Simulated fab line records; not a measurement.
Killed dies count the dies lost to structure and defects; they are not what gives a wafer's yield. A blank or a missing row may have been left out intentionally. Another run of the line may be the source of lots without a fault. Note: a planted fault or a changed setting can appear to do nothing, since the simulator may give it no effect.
2 desks, one fault ; flow nand-harc ; only its own numbers are on each desk; what lay behind them is given at the end

## FOR THE TOOL OWNER'S DESK: pecvd-onon-04
The tool's own readings at NHARC_A_ONON_D1_DEP_28 (target thk 1000 nm): means of the sampled wafers that have a number, for each lot that ran on this tool. Any lot whose mean is over 4 standard deviations away from the usual mean is out of limits and marked OUT; that distance is given in the brackets.
Columns: A = n2o-flow-sccm at NHARC_A_ONON_D1_DEP_28, usual 1999 sccm
lot;first seen here;A
L223;day 9 03:25;1999
L226;day 9 08:34;2008
L234;day 11 11:09;1991
L233;day 12 02:43;2011
Result from this desk: across the 4 lots, nothing is out of limits.

## AT THE METROLOGY DESK
What the gauges read for every lot (on any tool): the sampled wafers with a number, averaged. Any lot whose mean is over 4 standard deviations away from the usual mean is out of limits and marked OUT; that distance is given in the brackets.
Columns: A = thk-nm at NHARC_A_ONON_D1_THK_MEAS_21, usual 997 nm; B = thk-nm at NHARC_A_ONON_D1_THK_MEAS_24, usual 997 nm; C = thk-nm at NHARC_A_ONON_D1_THK_MEAS_30, usual 999 nm
lot;first seen here;A;B;C
L220;day 7 23:47;990;1001;993
L221;day 8 05:11;999;991;1003
L223;day 9 02:13;996;1007;1003
L224;day 9 02:13;998;999;985
L225;day 9 07:15;999;995;1018
L226;day 9 07:15;1008;1000;1001
L227;day 9 18:01;993;980;1004
L234;day 11 09:47;993;1005;1199 (+21) OUT
L232;day 11 18:52;996;989;995
L233;day 12 01:30;1014;997;1175 (+19) OUT
L239;day 12 17:06;977;1012;1006
L241;day 12 17:07;1005;1013;1009
L240;day 12 22:39;998;990;1013
This desk's verdict: out of limits on L233, L234, starting with L234 at day 11 11:29 (thk-nm at NHARC_A_ONON_D1_THK_MEAS_30). In limits: L220, L221, L223, L224, L225, L226, L227, L232, L239, L241, L240.

## TAKEN TOGETHER
At day 11 11:29 the metrology desk could have sounded an alarm, on L233, L234.
The tool owner's desk saw nothing out of limits.
Tool owner's desk: L233, L234 on record, inside its limits.
Of the lots named, all ran NHARC_A_ONON_D1_DEP_28 on pecvd-onon-04.

## WHAT THE SIMULATOR HAD PUT IN
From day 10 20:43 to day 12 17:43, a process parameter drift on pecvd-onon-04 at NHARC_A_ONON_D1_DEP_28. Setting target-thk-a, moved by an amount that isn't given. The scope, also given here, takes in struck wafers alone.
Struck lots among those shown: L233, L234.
Hours from the fault's start to each desk's first reading out of limits: the metrology desk, 15.
